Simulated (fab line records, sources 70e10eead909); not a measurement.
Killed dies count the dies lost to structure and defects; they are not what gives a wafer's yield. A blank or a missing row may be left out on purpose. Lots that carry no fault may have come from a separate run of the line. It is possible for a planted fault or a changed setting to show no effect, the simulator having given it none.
Matching of chambers + flow nand-harc + cmp-03 running NHARC_A_DECK1_JOINT_CMP_13: 4 sister chambers
The step polishes, target thk 51.023 nm. 8 wafers are shown with their chamber, then 8 later ones without.

WAFERS, EACH WITH ITS CHAMBER
| wafer  | chamber | motor-current-A (A) | time-to-endpoint-s (s) |
|--------|---------|---------------------|------------------------|
| L075.6 | 0       | 14.1                | 13                     |
| L077.2 | 3       | 11.0                | 7                      |
| L079.2 | 0       | 13.9                | 11                     |
| L079.6 | 3       | 10.5                | 7                      |
| L086.1 | 2       | 10.2                | 13                     |
| L086.5 | 1       | 14.1                | 10                     |
| L086.6 | 2       | 10.3                | 11                     |
| L088.3 | 1       | 13.5                | 10                     |

WAFERS MISSING THEIR CHAMBER
| wafer  | motor-current-A (A) | time-to-endpoint-s (s) |
|--------|---------------------|------------------------|
| L088.4 | 9.7                 | 12                     |
| L088.6 | 13.2                | 11                     |
| L093.1 | 13.2                | 8                      |
| L093.3 | 14.9                | 10                     |
| L093.5 | 13.7                | 8                      |
| L095.2 | 14.0                | 11                     |
| L095.3 | 13.6                | 10                     |
| L095.6 | 13.8                | 9                      |

WHICH CHAMBER EACH ONE RAN IN
| wafer  | from the rows above     | in truth                   |
|--------|-------------------------|----------------------------|
| L088.4 | 2                       | 2                          |
| L088.6 | can't be placed: 1 or 0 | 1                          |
| L093.1 | can't be placed: 1 or 0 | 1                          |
| L093.3 | can't be placed: 0 or 1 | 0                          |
| L093.5 | 1                       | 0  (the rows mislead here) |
| L095.2 | can't be placed: 0 or 1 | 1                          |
| L095.3 | can't be placed: 1 or 0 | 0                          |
| L095.6 | 1                       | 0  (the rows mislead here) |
Placed correctly: 1 of 8. Cannot be placed on the basis of these rows: 5; the candidates contain the true chamber in 5. Number placed wrongly: 2.
How it was worked out, from the rows above alone: a wafer's distance from a chamber is the root of the sum, over the readings, of the square of ((its reading less the chamber's mean) divided by the reading's scatter). If the next closest chamber is less than 2 further off than the closest, the wafer can't be placed; otherwise it belongs to the closest. The mean given for a chamber averages the wafers shown for that chamber. The scatter: take each reading less its chamber's mean, square it, sum over the shown wafers, divide by the number of wafers less the number of chambers, and take the root.
